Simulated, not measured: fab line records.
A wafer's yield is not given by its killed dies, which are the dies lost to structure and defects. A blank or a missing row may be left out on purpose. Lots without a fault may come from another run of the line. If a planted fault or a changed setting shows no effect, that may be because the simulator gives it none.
fab line records	flow n5Finfet
record: lots: 6	wafers: 18	lastDay: 16
route steps=1938 shown BEOL_M11@1581 PASSIVATION@1936
lots that met no fault: from a run of the same line without faults
startH: hours from the record's first day to the start of the lot's first wafer shown	waitH: hours elapsed since this lot's preceding step	" unchanged from the row above	L1.1+2: one row covering several wafers at once	- value missing, or start not given	* or withheld: withheld	< > ~ a bound
route shown NAME@n: names a module that has steps shown in the file, with the first one's number in the route	usual: mean/standard deviation taken from wafers without a fault	same: alike in all rows	chamber/n: place in a boat	sites: each site's reading	_std_site: the standard deviation of these	_edge_site: the outer-site mean with the inner-site mean subtracted	radiusMm: how far each site lies from the wafer's centre	mask NAME#n: copy n	behind: tool/chamber where the wafer was last shaped	hold: the reason the lot was held/the length of the hold in hours/how it ended	device: whichever transistor did not switch (one of n, p or np)	end of line: the same wafers' tests at the end of the route	for a step that has no rows: nothing shown but its recipe	killed: dies that structure and defects cost at the first sort, which is not the same as the wafer's yield	map: the dies of a wafer, with x for killed, . for not killed, _ for no die there
set.NAME: the run value of the setting; set.NAME@STEP: its run value at that earlier step	model.NAME: the simulator's own value behind a step, which no gauge read
a table for each step, a row for each wafer; lots at some steps of the route
services: a tool's chamber out of use, with start hour (startH, from the record's first day; less than 0 if before it), hours out, and reason
== steps ==
step: N5_BEOL_M11_OCD_MEAS_38
usual: trenchDepthNm: 148/3.7
lot.wafer	tool	chamber	startH	waitH	trenchDepthNm
L944.1	ocd-01	-	240.57	-	141
L944.3	"	-	"	"	147
L944.6	"	-	"	"	149
L950.1	ocd-01	-	273.63	-	150
L950.2	"	-	"	"	148
L950.5	"	-	"	"	149
L955.2	ocd-01	-	307.22	-	150
L955.3	"	-	"	"	141
L955.6	"	-	"	"	150
L956.3	ocd-01	-	310.30	-	146
L956.4	"	-	"	"	146
L956.5	"	-	"	"	146
L959.2	ocd-02	-	330.88	-	154
L959.3	"	-	"	"	152
L959.5	"	-	"	"	152
L962.1	ocd-02	-	346.36	-	148
L962.3	"	-	"	"	148
L962.5	"	-	"	"	148
step: N5_BEOL_M11_HM_STRIP_39
recipe: chemistry: peroxideTinStrip	material: TiN	targetDepthA: 250	tempC: 50	timeS: 158
step: N5_BEOL_M11_SRD_40
recipe: timeS: 30	tempC: 23	rinseLiquid: diw	dry: ipaMarangoni
step: N5_BEOL_M11_PRECLEAN_42
recipe: chemistry: residueRemover	timeS: 60	tempC: 40
step: N5_BEOL_M11_SRD_43
recipe: timeS: 30	tempC: 23	rinseLiquid: diw	dry: ipaMarangoni
step: N5_BEOL_M11_CD_MEAS_35
recipe: targetCdNm: 70	polarity: opening
usual: cdNm: 70.1/0.95
lot.wafer	tool	chamber	startH	waitH	cdNm
L944.1	cdSem-03	-	240.72	0.0	70.3
L944.3	"	-	"	"	70.7
L944.6	"	-	"	"	70.2
L950.1	cdSem-03	-	273.79	0.0	70.5
L950.2	"	-	"	"	70.4
L950.5	"	-	"	"	71.3
L955.2	cdSem-03	-	307.47	0.0	71.2
L955.3	"	-	"	"	71.3
L955.6	"	-	"	"	71.1
L956.3	cdSem-02	-	310.47	0.0	69.8
L956.4	"	-	"	"	72.0
L956.5	"	-	"	"	71.3
L959.2	cdSem-02	-	331.04	0.0	70.8
L959.3	"	-	"	"	71.0
L959.5	"	-	"	"	70.4
L962.1	cdSem-02	-	346.51	0.0	71.0
L962.3	"	-	"	"	70.2
L962.5	"	-	"	"	70.4
step: N5_BEOL_M11_CURE_72
recipe: tempC: 370	timeS: 120	ambient: DMADMS/He	material: SiCOH_lowk
usual: lampPowerPct: 52.31/0.054	wafer_temp_C_max: 371.6/0.56
lot.wafer	tool	chamber	startH	waitH	lampPowerPct	wafer_temp_C_max
L944.1	uvCure-03	2	240.76	0.0	52.38	372.3
L944.3	"	2	"	"	52.28	371.9
L944.6	"	2	"	"	52.34	372.9
L950.1	uvCure-01	2	273.83	0.0	52.36	371.2
L950.2	"	2	"	"	52.36	371.8
L950.5	"	2	"	"	52.23	371.0
L955.2	uvCure-02	1	307.56	0.1	52.33	372.4
L955.3	"	1	"	"	52.30	371.2
L955.6	"	1	"	"	52.30	371.2
L956.3	uvCure-02	0	310.60	0.1	52.23	370.9
L956.4	"	0	"	"	52.32	371.0
L956.5	"	0	"	"	52.29	371.2
L959.2	uvCure-03	1	331.14	0.1	52.31	371.7
L959.3	"	1	"	"	52.30	371.6
L959.5	"	1	"	"	52.34	371.6
L962.1	uvCure-02	2	346.62	0.1	52.29	371.4
L962.3	"	2	"	"	52.34	371.1
L962.5	"	2	"	"	52.29	371.2
step: N5_BEOL_M11_DEGAS_44
recipe: ambient: vacuum	tempC: 250	timeS: 60
usual: heaterPowerW: 320/23
lot.wafer	tool	chamber	startH	waitH	heaterPowerW
L944.1	pvdSputter-02	-	241.18	0.4	309
L944.3	"	-	"	"	367
L944.6	"	-	"	"	300
L950.1	pvdSputter-03	-	274.57	0.7	282
L950.2	"	-	"	"	332
L950.5	"	-	"	"	304
L955.2	pvdSputter-01	-	307.83	0.2	341
L955.3	"	-	"	"	315
L955.6	"	-	"	"	349
L956.3	pvdSputter-02	-	310.85	0.2	343
L956.4	"	-	"	"	368
L956.5	"	-	"	"	301
L959.2	pvdSputter-02	-	331.68	0.5	366
L959.3	"	-	"	"	304
L959.5	"	-	"	"	309
L962.1	pvdSputter-03	-	347.22	0.6	322
L962.3	"	-	"	"	306
L962.5	"	-	"	"	327
step: N5_BEOL_M11_PRE_CLEAN_45
recipe: gas: H2/He	timeS: 30	tempC: 250
usual: heaterPowerW: 320/22
lot.wafer	tool	chamber	startH	waitH	heaterPowerW
L944.1	pvdSputter-02	-	241.22	0.0	309
L944.3	"	-	"	"	373
L944.6	"	-	"	"	306
L950.1	pvdSputter-03	-	274.61	0.0	297
L950.2	"	-	"	"	330
L950.5	"	-	"	"	311
L955.2	pvdSputter-01	-	307.87	0.0	334
L955.3	"	-	"	"	324
L955.6	"	-	"	"	350
L956.3	pvdSputter-02	-	310.89	0.0	349
L956.4	"	-	"	"	363
L956.5	"	-	"	"	301
L959.2	pvdSputter-02	-	331.72	0.0	372
L959.3	"	-	"	"	306
L959.5	"	-	"	"	308
L962.1	pvdSputter-03	-	347.26	0.0	323
L962.3	"	-	"	"	309
L962.5	"	-	"	"	325
step: N5_BEOL_M11_ALD_74
recipe: material: TaN	targetThkA: 20	tempC: 275	aldPrecursorFamily: PDMAT	aldCoReactant: NH3	pressureTorr: 3	carrierFlowSccm: 1500	pulseTimeS: 2	purgeTimeS: 3	coReactantPurgeTimeS: 2	coReactantPulseTimeS: 3	aldCycles: 40	precursorVesselTempC: 75	precursorVesselPressureTorr: 26.25	precursorVesselCarrierSccm: 1000
usual: heaterPowerW: 449/52
same: pulseTimeS: 2
lot.wafer	tool	chamber	startH	waitH	heaterPowerW
L944.1	aldMetal-02	1	241.35	0.1	451
L944.3	"	0	"	"	479
L944.6	"	3	"	"	504
L950.1	aldMetal-02	3	274.67	0.0	495
L950.2	"	2	"	"	372
L950.5	"	2	"	"	382
L955.2	aldMetal-02	2	307.93	0.0	370
L955.3	"	1	"	"	442
L955.6	"	2	"	"	379
L956.3	aldMetal-02	2	310.95	0.0	384
L956.4	"	3	"	"	499
L956.5	"	1	"	"	442
L959.2	aldMetal-04	3	331.78	0.0	403
L959.3	"	0	"	"	458
L959.5	"	0	"	"	471
L962.1	aldMetal-02	0	347.32	0.0	490
L962.3	"	2	"	"	372
L962.5	"	0	"	"	472
step: N5_BEOL_M11_SURFACE_TREAT_76
recipe: gas: Ar	timeS: *	ionEnergyEv: *	ionCurrentMaCm2: 0.5	pressureMtorr: *	arFlowSccm: 30
usual: throttleValvePct: *
lot.wafer	tool	chamber	startH	waitH	throttleValvePct
L944.1	pvdSputter-02	-	241.63	0.2	*
L944.3	"	-	"	"	*
L944.6	"	-	"	"	*
L950.1	pvdSputter-01	-	275.03	0.2	*
L950.2	"	-	"	"	*
L950.5	"	-	"	"	*
L955.2	pvdSputter-02	-	308.25	0.2	*
L955.3	"	-	"	"	*
L955.6	"	-	"	"	*
L956.3	pvdSputter-01	-	311.25	0.2	*
L956.4	"	-	"	"	*
L956.5	"	-	"	"	*
L959.2	pvdSputter-02	-	332.08	0.2	*
L959.3	"	-	"	"	*
L959.5	"	-	"	"	*
L962.1	pvdSputter-03	-	347.80	0.3	*
L962.3	"	-	"	"	*
L962.5	"	-	"	"	*
step: N5_BEOL_M11_CVD_75
recipe: material: Co	targetThkA: 20	tempC: withheld	precursor: CCTBA/H2	pressureTorr: 30	timeS: 138.9
step: N5_BEOL_M11_SPUTTER_48
recipe: material: Cu	targetThkA: 120	tempC: -20	biasV: 60	powerW: 26000	chamberPressurePa: 0.13	timeS: 2
usual: cathodeDcPowerW: 26000/4.7	chuckGasFlowSccm: 1.26/0.059	throttleValvePct: 29.8/1.1
lot.wafer	tool	chamber	startH	waitH	cathodeDcPowerW	chuckGasFlowSccm	throttleValvePct
L944.1	pvdSputter-01	-	241.86	0.1	26002	1.30	29.3
L944.3	"	-	"	"	25993	1.21	31.0
L944.6	"	-	"	"	25998	1.20	31.9
L950.1	pvdSputter-03	-	275.27	0.1	25993	1.32	29.6
L950.2	"	-	"	"	26004	1.33	30.2
L950.5	"	-	"	"	25996	1.23	30.2
L955.2	pvdSputter-01	-	309.93	1.3	28421	1.32	29.9
L955.3	"	-	"	"	28423	1.31	29.5
L955.6	"	-	"	"	28412	1.29	29.5
L956.3	pvdSputter-01	-	311.53	0.1	28431	1.30	29.2
L956.4	"	-	"	"	28428	1.30	31.8
L956.5	"	-	"	"	28424	1.19	31.2
L959.2	pvdSputter-02	-	332.36	0.1	25991	1.18	29.9
L959.3	"	-	"	"	26004	1.23	27.7
L959.5	"	-	"	"	26005	1.32	30.9
L962.1	pvdSputter-02	-	349.40	1.3	25998	1.15	31.0
L962.3	"	-	"	"	26004	1.21	27.7
L962.5	"	-	"	"	26000	1.20	29.8
step: N5_BEOL_M11_ECD_50
recipe: material: Cu	targetThkA: 3180
step: N5_PASSIVATION_PROBE_49
usual: defectLimitedYield: 91.1/1.6	killed_at_M0_to_M3: 35/11	killed_at_M4_up: 13/5.4	killedAtContacts: 13/6.5	killedAtFrontEnd: 40/14	killedAtOther: 4/3.1	killedDies: 105/18	killedOnRim: 14/4.1	killedOpen: 69/14	killedShort: 34/7.3	sort_bin_5_function: 5.2/0.96	sort_bin_6_memory: 3.4/0.77	sortNPass: 1075/19	sortYieldPct: 91.1/1.6
same: grossDies: 1180	killedAtBackSide: 0	sort_bin_4_leakage[%]: 0	sort_bin_8_speed[%]: 0
lot.wafer	tool	chamber	startH	waitH	defectLimitedYield[%]	killed_at_M0_to_M3	killed_at_M4_up	killedAtContacts	killedAtFrontEnd	killedAtOther	killedDies	killedOnRim	killedOpen	killedShort	sort_bin_5_function[%]	sort_bin_6_memory[%]	sortNPass	sortYieldPct[%]
L944.1	prober-01	-	289.63	0.0	93.9	20	21	2	24	5	72	8	45	24	4.4	1.4	1108	93.9
L944.3	prober-01	-	289.73	0.1	90.6	38	21	17	34	1	111	16	75	35	5.3	3.8	1069	90.6
L944.6	prober-01	-	289.88	0.3	92.2	44	15	6	24	3	92	9	55	33	4.8	2.8	1088	92.2
L950.1	prober-02	-	313.95	0.0	92.4	45	13	12	15	5	90	11	58	29	4.8	2.7	1090	92.4
L950.2	prober-02	-	314.00	0.1	88.4	60	11	30	32	4	137	14	94	41	5.9	5.0	1043	88.4
L950.5	prober-02	-	314.15	0.2	90.3	37	21	11	43	3	115	9	79	36	6.2	3.4	1065	90.3
L955.2	prober-01	-	349.18	0.1	91.9	22	3	15	52	3	95	7	65	30	4.4	3.4	1085	91.9
L955.3	prober-01	-	349.23	0.1	92.2	23	9	18	42	0	92	14	59	33	4.9	2.5	1088	92.2
L955.6	prober-01	-	349.38	0.3	90.8	28	8	6	63	3	108	14	75	32	5.0	3.9	1072	90.8
L956.3	prober-02	-	357.30	0.1	92.5	24	18	9	36	2	89	13	61	27	4.8	2.5	1091	92.5
L956.4	prober-02	-	357.35	0.2	93.0	23	20	8	29	3	83	7	51	31	4.2	2.6	1097	93.0
L956.5	prober-02	-	357.40	0.2	89.4	33	21	6	63	2	125	21	72	50	6.1	3.6	1055	89.4
killed by level:class
L944.1 BEOL_M4:geometricParticle:open=10 STI_FIN_REVEAL:geometricParticle:open=7 BEOL_M0_SAQP:geometricParticle:open=7 BEOL_M0_SAQP:geometricParticle:short=4 BEOL_M5:geometricParticle:open=3 STARTING-WAFER:geometricParticle:short=3 STI_FIN_REVEAL:geometricParticle:short=2 DUMMY_GATE:geometricParticle:open=2
L944.3 MOL_CONTACT_COAG:geometricParticle:open=16 BEOL_M0_SAQP:geometricParticle:open=11 BEOL_M0_SAQP:geometricParticle:short=10 FIN_SAQP:geometricParticle:open=6 BEOL_M5:geometricParticle:open=6 STI_FIN_REVEAL:geometricParticle:open=5 GATE_CUT:geometricParticle:short=5 GATE_CUT:geometricParticle:open=4
L944.6 BEOL_M0_SAQP:geometricParticle:short=10 BEOL_M0_SAQP:geometricParticle:open=9 STI_FIN_REVEAL:geometricParticle:open=6 GATE_CUT:geometricParticle:short=6 BEOL_M3:geometricParticle:open=6 BEOL_M1:geometricParticle:open=5 BEOL_M2:geometricParticle:open=5 BEOL_M0_CUTY:coatMicrobubblePrinted=4
L950.1 BEOL_M2:geometricParticle:open=21 MOL_CONTACT_COAG:geometricParticle:open=6 MOL_CONTACT_COAG:geometricParticle:short=6 BEOL_M1:geometricParticle:open=6 BEOL_M3:geometricParticle:open=5 BEOL_M0_SAQP:geometricParticle:short=4 FIN_SAQP:geometricParticle:open=3 STI_FIN_REVEAL:geometricParticle:open=3
L950.2 MOL_CONTACT_COAG:geometricParticle:open=24 BEOL_M3:geometricParticle:open=13 STI_FIN_REVEAL:geometricParticle:open=12 BEOL_M2:geometricParticle:open=12 BEOL_M1:geometricParticle:open=11 BEOL_M1:geometricParticle:short=10 MOL_CONTACT_COAG:geometricParticle:short=6 BEOL_M0_SAQP:geometricParticle:short=5
L950.5 STI_FIN_REVEAL:geometricParticle:open=18 BEOL_M2:geometricParticle:open=12 BEOL_M4:geometricParticle:open=10 GATE_CUT:geometricParticle:short=8 MOL_CONTACT_COAG:geometricParticle:open=7 BEOL_M0_SAQP:geometricParticle:short=7 GATE_CUT:geometricParticle:open=6 BEOL_M2:geometricParticle:short=5
L955.2 STI_FIN_REVEAL:geometricParticle:open=15 MOL_CONTACT_COAG:geometricParticle:open=12 FIN_SAQP:geometricParticle:short=8 FIN_SAQP:geometricParticle:open=8 BEOL_M3:geometricParticle:open=7 BEOL_M1:geometricParticle:open=4 BEOL_M2:geometricParticle:open=4 STARTING-WAFER:geometricParticle:open=4
L955.3 MOL_CONTACT_COAG:geometricParticle:open=16 FIN_SAQP:geometricParticle:short=6 FIN_SAQP:geometricParticle:open=6 GATE_CUT:geometricParticle:short=6 BEOL_M0_SAQP:geometricParticle:short=5 BEOL_M2:geometricParticle:open=5 BEOL_M3:geometricParticle:open=5 STI_FIN_REVEAL:geometricParticle:open=4
L955.6 FIN_SAQP:geometricParticle:open=14 FIN_SAQP:geometricParticle:short=12 STI_FIN_REVEAL:geometricParticle:open=10 DUMMY_GATE:geometricParticle:open=9 BEOL_M1:geometricParticle:open=7 BEOL_M3:geometricParticle:open=6 GATE_CUT:geometricParticle:open=5 MOL_CONTACT_COAG:geometricParticle:open=5
L956.3 BEOL_M2:geometricParticle:open=11 BEOL_M4:geometricParticle:open=10 MOL_CONTACT_COAG:geometricParticle:open=8 FIN_SAQP:geometricParticle:open=7 FIN_SAQP:geometricParticle:short=7 STARTING-WAFER:geometricParticle:short=7 GATE_CUT:geometricParticle:short=5 BEOL_M3:geometricParticle:open=4
L956.4 FIN_SAQP:geometricParticle:short=10 BEOL_M4:geometricParticle:open=9 DUMMY_GATE:geometricParticle:open=7 BEOL_M2:geometricParticle:short=6 BEOL_M2:geometricParticle:open=6 MOL_CONTACT_COAG:geometricParticle:open=5 FIN_SAQP:geometricParticle:open=4 BEOL_M3:geometricParticle:open=4
L956.5 FIN_SAQP:geometricParticle:short=14 GATE_CUT:geometricParticle:short=9 BEOL_M2:geometricParticle:open=9 BEOL_M4:geometricParticle:open=9 STI_FIN_REVEAL:geometricParticle:open=7 FIN_SAQP:geometricParticle:open=6 BEOL_M4:geometricParticle:short=6 MOL_CONTACT_COAG:geometricParticle:open=6
== services ==
tool	chamber	startH	hours	kind
aldMetal-04	1	258.31	4.8	repair
aldMetal-04	-	259.49	0.8	repair
uvCure-02	-	277.50	7.5	pm
uvCure-02	-	288.45	18.8	repair
uvCure-03	-	302.46	0.9	repair
aldMetal-02	3	317.54	8.4	repair
uvCure-03	-	345.91	1.0	pm
== key ==
firstSign: step: N5_BEOL_M11_SPUTTER_48	reading: cathodeDcPowerW	direction: up	sigmas: 99+	usual: *	struck: *
effect none on later readings
metAt N5_BEOL_M11_SPUTTER_48
struckWafers L955.2,L955.3,L955.6,L956.3,L956.4,L956.5
onsetBetween 241.86 309.93
fault: kind: processParameterDrift	tool: pvdSputter-01	chamber: -	onsetH: 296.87	steps: N5_BEOL_M11_SPUTTER_48	channel: powerW	offset: *	shape: step	endH: 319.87	actsIn: *	stated: *
